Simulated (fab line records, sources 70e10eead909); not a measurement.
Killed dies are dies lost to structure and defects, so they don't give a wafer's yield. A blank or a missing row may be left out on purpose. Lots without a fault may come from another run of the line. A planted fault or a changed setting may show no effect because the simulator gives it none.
fab line records | flow nand_harc
record lots=12 wafers=36 last_day=34
route steps=1302 shown A_CHANNEL_HOLE_D1@489 A_CHANNEL_FILL_D1@496 A_DECK1_JOINT@526 END@1302
lots that met no fault: from a run of the same line without faults
start_h: hours from the record's first day to the start of the lot's first wafer shown | wait_h: hours since the lot's step before | " the same as in the row above | L1.1+2: a row that stands for several wafers | - no value, or no start given | * or withheld: withheld | < > ~ a bound
route shown NAME@n: a module of which the file shows steps, and the number in the route of the first | usual: mean/standard deviation of fault-free wafers | same: alike in all rows | chamber/n: place in a boat | sites: the reading at each site | _std_site: their standard deviation | _edge_site: outer sites' mean less inner sites' | radius_mm: how far each site lies from the wafer's centre | mask NAME#n: copy n | behind: the tool/chamber that last shaped the wafer | hold: why the lot was held/for how many hours/how that ended | device: the transistor (n, p or np) that didn't switch | end of line: the same wafers' tests at the end of the route | a step without rows: its recipe alone | killed: dies lost to structure and defects at the first sort, not the wafer's yield | map: a wafer's dies, x killed, . not, _ none there
set.NAME: the setting as run; set.NAME@STEP: as run at that earlier step | model.NAME: the simulator's own value behind a step, which no gauge read
steps of the route over a sample of lots; a table a step, a row a wafer
services: from which hour (start_h, from the record's first day; less than 0 if before it) a tool's chamber was out of use, for how many hours, and why
## steps
# step NHARC_A_CHANNEL_HOLE_D1_INSPECT_40
# usual raw_defect_count=70/29
# columns lot.wafer tool chamber start_h wait_h raw_defect_count
L711.1 defect_inspect-02 - 191.64 - 102
L711.2 " - " " 107
L711.4 " - " " 94
L710.3 defect_inspect-02 - 193.49 - 66
L710.4 " - " " 53
L710.6 " - " " 38
L712.1 defect_inspect-01 - 203.02 - 50
L712.4 " - " " 35
L712.6 " - " " 41
L714.2 defect_inspect-02 - 232.21 - 57
L714.3 " - " " 42
L714.4 " - " " 50
L723.2 defect_inspect-01 - 333.89 - 46
L723.3 " - " " 50
L723.5 " - " " 35
L724.2 defect_inspect-01 - 338.52 - 97
L724.4 " - " " 115
L724.5 " - " " 111
L727.2 defect_inspect-01 - 362.78 - 99
L727.4 " - " " 123
L727.5 " - " " 161
L728.1 defect_inspect-02 - 371.21 - 79
L728.3 " - " " 103
L728.6 " - " " 90
L730.1 defect_inspect-02 - 397.03 - 51
L730.2 " - " " 51
L730.4 " - " " 61
L731.1 defect_inspect-02 - 401.54 - 48
L731.3 " - " " 43
L731.5 " - " " 64
L732.2 defect_inspect-02 - 421.87 - 49
L732.5 " - " " 50
L732.6 " - " " 62
L733.1 defect_inspect-02 - 422.16 - 67
L733.4 " - " " 44
L733.5 " - " " 53
# step NHARC_A_CHANNEL_FILL_D1_ALD_16
# recipe target_thk_a=15 pulse_time_s=10 ald_cycles=15 temp_c=300 material=SiO2
# usual heater_power_w=486/42 precursor_pulse_height_rel=0.999/0.019
# same ald_cycles=15
# columns lot.wafer tool chamber start_h wait_h heater_power_w precursor_pulse_height_rel
L711.2 ald_hk-02 1 204.12 0.0 527 0.983
L711.4 " 2 " " 394 0.965
L711.1 " 3 " " 497 1.015
L710.3 ald_hk-04 3 204.12 0.0 493 1.032
L710.4 " 2 " " 483 1.002
L710.6 " 0 " " 520 1.028
L712.1 ald_hk-02 1 215.35 0.0 531 0.999
L712.4 " 0 " " 463 0.981
L712.6 " 1 " " 519 0.983
L714.4 ald_hk-01 1 244.65 0.1 483 0.967
L714.2 " 2 " " 454 1.038
L714.3 " 3 " " 532 1.005
L723.2 ald_hk-01 0 346.74 0.0 453 0.977
L723.3 " 2 " " 464 1.020
L723.5 " 0 " " 442 1.016
L724.4 ald_hk-01 1 351.29 0.9 491 1.005
L724.2 " 2 " " 460 0.989
L724.5 " 2 " " 469 0.972
L727.2 ald_hk-01 3 375.24 0.1 523 1.002
L727.4 " 1 " " 483 0.976
L727.5 " 3 " " 535 1.019
L728.1 ald_hk-02 1 383.65 0.1 544 0.993
L728.3 " 3 " " 532 0.999
L728.6 " 0 " " 463 1.020
L730.1 ald_hk-01 0 412.68 0.1 454 0.974
L730.4 " 1 " " 497 1.025
L730.2 " 2 " " 476 0.995
L731.3 ald_hk-01 2 416.43 0.2 468 0.993
L731.1 " 3 " " 543 0.960
L731.5 " 1 " " 482 0.985
L732.2 ald_hk-01 2 439.66 5.2 460 1.011
L732.5 " 0 " " 450 1.003
L732.6 " 1 " " 492 0.969
L733.4 ald_hk-01 2 439.88 5.4 468 0.992
L733.1 " 0 " " 449 0.969
L733.5 " 3 " " 525 1.021
# step NHARC_A_CHANNEL_FILL_D1_STRIP_29
# recipe time_s=20 o2_flow_sccm=500 ar_flow_sccm=0 bias_w=0 chemistry=O2
# usual drypump_motor_current_A=5.89/0.25 oes_product_au=1.000/0.0071 rf_vpp_V=57.6/0.9 showerhead_plenum_p_Torr=3.51/0.13 throttle_valve_pct=17.037/0.0099
# columns lot.wafer tool chamber start_h wait_h drypump_motor_current_A oes_product_au rf_hours_counter_h rf_vpp_V showerhead_plenum_p_Torr throttle_valve_pct
L710.3 rie_diel-08 3 - - 5.56 0.990 1.9 57.2 3.57 17.026
L710.4 " 1 " " 6.27 0.991 2.0 58.2 3.49 17.037
L710.6 " 2 " " 5.80 0.992 - 57.3 3.58 17.037
L711.1 rie_diel-11 0 - - 5.92 1.002 6.4 58.4 3.55 17.040
L711.2 " 1 " " 5.98 0.987 6.2 56.5 3.51 17.043
L711.4 " 2 " " 5.87 1.001 6.8 57.7 3.39 17.049
L712.1 rie_diel-05 3 245.59 0.1 5.79 0.997 0.7 58.0 3.79 17.043
L712.4 " 0 " " 5.78 1.000 - 56.5 3.32 17.040
L712.6 " 1 " " 5.89 1.001 - 57.3 3.38 17.038
L714.3 rie_diel-05 1 - - 5.85 1.013 1.9 56.5 3.37 17.036
L714.4 " 2 " " 5.95 1.007 1.1 58.2 3.33 17.037
L714.2 " 3 " " 5.80 0.999 1.1 56.6 3.79 17.042
L723.3 rie_diel-05 2 - - 5.93 0.998 8.1 55.9 3.33 17.037
L723.2 " 1 " " 5.87 1.005 8.7 56.7 3.37 17.025
L723.5 " 2 " " 5.93 0.992 - 58.9 3.33 17.036
L724.4 rie_diel-05 2 - - 5.96 0.994 8.2 56.8 3.33 17.038
L724.2 " 0 " " 5.76 1.003 8.5 58.2 3.32 17.035
L724.5 " 2 " " 5.95 1.000 - 56.5 3.33 17.033
L727.4 rie_diel-08 1 - - 6.26 0.999 1.5 57.3 3.48 17.022
L727.2 " 0 " " 6.40 0.997 1.4 57.1 3.65 17.056
L727.5 " 1 " " 6.25 1.002 - 57.5 3.49 17.030
L728.1 rie_diel-08 2 - - 5.80 1.012 1.5 58.1 3.57 17.019
L728.3 " 0 " " 6.39 1.003 1.5 57.3 3.65 17.042
L728.6 " 1 " " 6.24 1.008 - 57.1 3.48 17.040
L730.2 rie_diel-11 0 - - 5.89 0.977 0.0 58.3 3.55 17.018
L730.4 " 1 " " 5.99 0.998 0.0 57.6 3.51 17.032
L730.1 " 3 " " 5.41 0.994 0.1 56.5 3.41 17.030
L731.1 rie_diel-05 3 - - 5.80 0.997 1.5 58.0 3.78 17.037
L731.3 " 0 " " 5.79 0.995 1.9 56.9 3.31 17.053
L731.5 " 0 " " 5.80 0.991 - 56.5 3.31 17.048
L732.2 rie_diel-08 1 - - 6.24 0.995 3.8 57.9 3.48 17.042
L732.5 " 3 " " 5.59 0.992 - 57.9 3.56 17.024
L732.6 " 0 " " 6.43 1.003 - 58.2 3.65 17.042
L733.1 rie_diel-11 0 - - 5.87 0.998 2.8 57.8 3.55 17.054
L733.4 " 1 " " 5.96 1.005 2.4 56.3 3.51 17.047
L733.5 " 3 " " 5.40 0.998 - 56.3 3.41 17.028
# step NHARC_A_DECK1_JOINT_CVD_12
# recipe target_thk_a=900 temp_c=620 pressure_mtorr=200 time_s=1800 material=poly-Si
# usual spike_tc_centre_C=620.1/1.3 spike_tc_lower_C=620.9/1.4 spike_tc_top_C=640.2/1.1 spike_tc_upper_C=619.9/0.99 tube_center_temp_C=620/0.051
# columns lot.wafer tool chamber start_h wait_h spike_tc_centre_C spike_tc_lower_C spike_tc_top_C spike_tc_upper_C tube_center_temp_C
L710.3 lpcvd_poly-02 0 249.89 2.5 620.4 621.6 640.9 619.8 620
L710.4 " 0 " " 619.8 621.1 640.9 619.6 620.04
L710.6 " 0 " " 617.1 621.6 641.5 621.1 620.06
L711.1 lpcvd_poly-02 0 249.89 2.5 620.6 621.8 638.9 620.3 619.96
L711.2 " 0 " " 620.7 621.6 640.9 617.4 619.99
L711.4 " 0 " " 619.7 620.0 641.6 619.2 620.01
L712.1 lpcvd_poly-02 0 259.16 2.6 620.2 621.6 641.0 619.1 619.9
L712.4 " 0 " " 617.7 622.9 641.3 620.3 620.02
L712.6 " 0 " " 621.1 620.8 641.2 618.1 620.03
L714.2 lpcvd_poly-04 0 287.94 2.6 621.6 619.8 640.3 618.4 619.97
L714.3 " 0 " " 621.5 619.1 639.0 619.8 619.93
L714.4 " 0 " " 620.4 619.4 639.4 620.4 619.97
L723.2 lpcvd_poly-02 0 390.89 2.6 634.2 636.2 654.9 633.8 635.4
L723.3 " 0 " " 633.9 639.4 654.9 636.5 635.45
L723.5 " 0 " " 634.7 639.0 655.7 634.6 635.36
L724.2 lpcvd_poly-02 0 394.47 2.6 635.9 636.3 655.3 635.0 635.42
L724.4 " 0 " " 634.2 637.7 656.5 634.5 635.46
L724.5 " 0 " " 634.4 635.5 654.0 635.6 635.43
L727.2 lpcvd_poly-01 0 423.82 2.4 621.7 618.4 639.3 620.1 619.98
L727.4 " 0 " " 622.5 619.9 638.4 619.4 620
L727.5 " 0 " " 621.4 620.3 640.3 619.7 619.95
L728.1 lpcvd_poly-04 0 429.07 2.5 619.7 621.8 639.9 620.3 620
L728.3 " 0 " " 620.0 619.7 640.9 620.7 620
L728.6 " 0 " " 618.7 620.5 639.8 621.4 620.03
L730.1 lpcvd_poly-01 0 462.78 2.5 624.2 620.3 639.5 620.3 619.96
L730.2 " 0 " " 621.1 620.4 640.1 622.2 620.05
L730.4 " 0 " " 623.0 619.1 639.3 620.7 620.02
L731.1 lpcvd_poly-01 0 466.15 2.4 621.9 620.3 639.9 619.6 619.99
L731.3 " 0 " " 623.0 619.7 639.1 619.3 620.03
L731.5 " 0 " " 621.1 620.5 639.0 619.7 620.02
L732.2 lpcvd_poly-02 0 487.17 2.5 619.6 620.0 641.3 618.9 620.02
L732.5 " 0 " " 619.8 620.6 640.3 618.3 620.04
L732.6 " 0 " " 620.2 622.9 640.1 619.8 620.05
L733.1 lpcvd_poly-02 0 487.17 2.6 620.2 621.1 638.6 619.6 620.08
L733.4 " 0 " " 619.9 621.8 640.5 619.8 620.01
L733.5 " 0 " " 619.4 622.2 640.4 620.8 620.01
# step NHARC_END_SORT_01
# recipe temp_c=25
# usual killed_at_array=53/21 killed_at_other=1.0/1.3 killed_at_periphery=3.8/2.4 killed_dies=58/21 killed_open=3.4/1.9 killed_short=2.4/1.5
# same gross_dies=677
# columns lot.wafer tool chamber start_h wait_h killed_at_array killed_at_other killed_at_periphery killed_dies killed_open killed_short
L710.3 prober-02 0 584.43 3.1 70 2 3 75 7 1
L710.4 prober-02 0 585.23 3.4 77 4 3 84 4 2
L710.6 prober-02 0 586.83 4.0 58 2 0 60 5 2
L723.2 prober-01 0 712.35 2.8 40 0 8 48 6 4
L723.3 prober-01 0 713.13 3.1 33 0 5 38 2 2
L723.5 prober-01 0 714.69 3.6 42 0 7 49 3 3
L724.2 prober-02 0 712.35 2.8 68 0 0 68 2 2
L724.5 prober-02 0 714.74 3.7 61 0 4 65 3 2
L727.2 prober-01 0 743.51 2.8 26 3 3 32 2 3
L727.4 prober-01 0 745.10 3.4 34 1 3 38 2 3
L727.5 prober-01 0 745.90 3.7 58 3 3 64 2 3
L728.1 prober-01 0 751.42 2.5 67 5 4 76 2 5
L728.3 prober-01 0 753.01 3.1 87 0 0 87 1 3
L728.6 prober-01 0 755.40 4.0 71 0 1 72 1 0
# killed by level:class
L710.3 A_CHANNEL_HOLE_D2:chamber_film_flake=36 A_SLIT:chamber_film_flake=17 A_CONTACT:chamber_film_flake=5 A_CHANNEL_HOLE_D1:chamber_film_flake=3 P_CONTACT:geometric_particle:open=2 A_WL_FILL:geometric_particle:open=2 A_CHANNEL_FILL_D2:geometric_particle:open=1 A_WL_FILL:geometric_particle:short=1
L710.4 A_CHANNEL_HOLE_D2:chamber_film_flake=36 A_SLIT:chamber_film_flake=18 A_CONTACT:chamber_film_flake=7 A_ZERO_WELL:chamber_film_flake=4 THIN_TSV:chamber_film_flake=3 A_DECK1_JOINT:chamber_film_flake=2 A_ONON_D2:geometric_particle:open=1 A_CHANNEL_HOLE_D2:geometric_particle:open=1
L710.6 A_CHANNEL_HOLE_D2:chamber_film_flake=29 A_SLIT:chamber_film_flake=13 A_CONTACT:chamber_film_flake=6 A_ONON_D1:geometric_particle:short=2 A_CHANNEL_FILL_D2:geometric_particle:open=2 A_STAIRCASE:chamber_film_flake=2 THIN_TSV:chamber_film_flake=2 A_ONON_D1:geometric_particle:open=1
L723.2 A_CHANNEL_HOLE_D2:chamber_film_flake=15 A_CONTACT:chamber_film_flake=6 A_CHANNEL_HOLE_D1:chamber_film_flake=4 P_CONTACT:chamber_film_flake=3 A_ONON_D1:geometric_particle:open=2 P_STI:chamber_film_flake=2 A_SLIT:chamber_film_flake=2 A_WL_FILL:chamber_film_flake=2
L724.2 A_CHANNEL_HOLE_D1:chamber_film_flake=31 A_SLIT:chamber_film_flake=14 A_CHANNEL_HOLE_D2:chamber_film_flake=10 A_BONDPAD:chamber_film_flake=5 A_CONTACT:chamber_film_flake=3 A_ONON_D1:geometric_particle:short=1 A_ONON_D1:geometric_particle:open=1 A_CHANNEL_FILL_D1:geometric_particle:short=1
L723.3 A_CHANNEL_HOLE_D2:chamber_film_flake=15 A_CHANNEL_HOLE_D1:chamber_film_flake=6 A_CONTACT:chamber_film_flake=6 P_CONTACT:chamber_film_flake=3 A_STAIRCASE:chamber_film_flake=2 P_GATE:geometric_particle:short=1 A_SOURCE_PLATE:geometric_particle:open=1 A_ONON_D2:geometric_particle:short=1
L723.5 A_CHANNEL_HOLE_D2:chamber_film_flake=20 A_CHANNEL_HOLE_D1:chamber_film_flake=7 P_STI:chamber_film_flake=3 A_SLIT:chamber_film_flake=3 A_WL_FILL:chamber_film_flake=3 A_CONTACT:chamber_film_flake=3 A_WL_FILL:geometric_particle:short=2 P_CONTACT:chamber_film_flake=2
L724.5 A_CHANNEL_HOLE_D1:chamber_film_flake=31 A_SLIT:chamber_film_flake=16 A_CHANNEL_HOLE_D2:chamber_film_flake=7 A_CONTACT:chamber_film_flake=4 P_CONTACT:geometric_particle:open=2 P_CONTACT:geometric_particle:short=1 A_CHANNEL_HOLE_D1:geometric_particle:short=1 A_CHANNEL_FILL_D1:geometric_particle:open=1
L727.2 A_CHANNEL_HOLE_D1:chamber_film_flake=15 P_GATE:chamber_film_flake=3 A_SLIT:chamber_film_flake=3 THIN_TSV:chamber_film_flake=3 A_STAIRCASE:chamber_film_flake=2 A_CHANNEL_HOLE_D1:geometric_particle:short=1 A_WL_FILL:geometric_particle:short=1 A_CONTACT:geometric_particle:open=1
L727.4 A_CHANNEL_HOLE_D1:chamber_film_flake=17 A_SLIT:chamber_film_flake=7 A_CHANNEL_FILL_D2:chamber_film_flake=3 P_GATE:chamber_film_flake=2 P_CONTACT:geometric_particle:short=1 A_ONON_D1:geometric_particle:short=1 A_CHANNEL_FILL_D1:geometric_particle:short=1 A_CONTACT:geometric_particle:open=1
L727.5 A_CHANNEL_HOLE_D1:chamber_film_flake=40 A_STAIRCASE:chamber_film_flake=3 A_SLIT:chamber_film_flake=3 A_WL_FILL:chamber_film_flake=3 THIN_TSV:chamber_film_flake=3 P_GATE:chamber_film_flake=2 A_CHANNEL_FILL_D2:chamber_film_flake=2 P_M1:geometric_particle:short=1
L728.1 A_CHANNEL_HOLE_D1:chamber_film_flake=27 A_SLIT:chamber_film_flake=20 A_STAIRCASE:chamber_film_flake=5 A_CONTACT:chamber_film_flake=5 THIN_TSV:chamber_film_flake=5 A_CHANNEL_FILL_D1:chamber_film_flake=2 P_STI:geometric_particle:open=1 P_STI:geometric_particle:short=1
L728.3 A_CHANNEL_HOLE_D1:chamber_film_flake=44 A_SLIT:chamber_film_flake=24 A_CONTACT:chamber_film_flake=8 A_STAIRCASE:chamber_film_flake=4 A_ONON_D1:geometric_particle:short=1 A_CHANNEL_HOLE_D2:geometric_particle:short=1 A_WL_FILL:geometric_particle:short=1 A_WL_FILL:geometric_particle:open=1
L728.6 A_CHANNEL_HOLE_D1:chamber_film_flake=33 A_SLIT:chamber_film_flake=23 A_CONTACT:chamber_film_flake=4 A_STAIRCASE:chamber_film_flake=3 A_CHANNEL_FILL_D1:chamber_film_flake=2 A_CHANNEL_HOLE_D2:chamber_film_flake=2 A_CONTACT:geometric_particle:open=1 P_GATE:chamber_film_flake=1
## services
# columns tool chamber start_h hours kind
rie_diel-11 3 189.08 8.6 repair
rie_diel-08 - 190.80 9.0 pm
rie_diel-05 3 197.69 20.2 repair
rie_diel-11 3 202.24 6.2 repair
lpcvd_poly-02 - 206.11 26.0 pm
rie_diel-05 - 229.60 9.0 pm
rie_diel-08 1 238.27 7.7 repair
rie_diel-08 - 242.98 0.8 repair
rie_diel-11 - 255.53 9.0 pm
rie_diel-05 3 267.31 5.5 repair
rie_diel-08 0 274.41 3.5 repair
lpcvd_poly-01 - 283.30 5.4 repair
ald_hk-01 - 298.83 10.0 pm
rie_diel-05 3 310.83 8.0 repair
rie_diel-11 3 330.17 27.5 repair
ald_hk-02 - 348.00 10.0 pm
rie_diel-08 - 352.35 0.3 repair
rie_diel-08 - 367.80 9.0 pm
rie_diel-11 0 371.07 6.8 repair
rie_diel-05 2 399.40 8.0 repair
rie_diel-05 - 406.60 9.0 pm
rie_diel-05 1 469.98 13.7 repair
ald_hk-01 - 476.83 10.0 pm
rie_diel-08 2 479.49 14.5 repair
## key
first_sign step=NHARC_A_DECK1_JOINT_CVD_12 reading=tube_center_temp_C direction=up sigmas=99+ usual=* struck=*
effect step=NHARC_A_DECK1_JOINT_CVD_12 reading=spike_tc_upper_C direction=up sigmas=15 usual=619.9 struck=635.0
met_at NHARC_A_DECK1_JOINT_CVD_12
struck_lots L723,L724
tester_left_out L723,L724
not_acting_at NHARC_A_CHANNEL_HOLE_D1_INSPECT_40,NHARC_A_CHANNEL_FILL_D1_ALD_16,NHARC_A_CHANNEL_FILL_D1_STRIP_29
onset_between 259.16 390.89
fault kind=process_parameter_drift tool=lpcvd_poly-02 chamber=- onset_h=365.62 steps=NHARC_P_GATE_CVD_17,NHARC_A_SOURCE_PLATE_CVD_03,NHARC_A_CHANNEL_FILL_D1_CVD_18,NHARC_A_CHANNEL_FILL_D1_CVD_05,NHARC_A_CHANNEL_FILL_D1_CVD_09,NHARC_A_DECK1_JOINT_CVD_12,NHARC_A_CHANNEL_FILL_D2_CVD_18,NHARC_A_CHANNEL_FILL_D2_CVD_05,+2 channel=temp_c offset=* shape=step end_h=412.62
# tester_left_out: of these lots the tester's yield and bins aren't shown, on N5 and GAA mostly nor the transistor test; their killed dies are dies lost to structure and defects alone, not to doping, threshold or leakage, so they don't give the yield
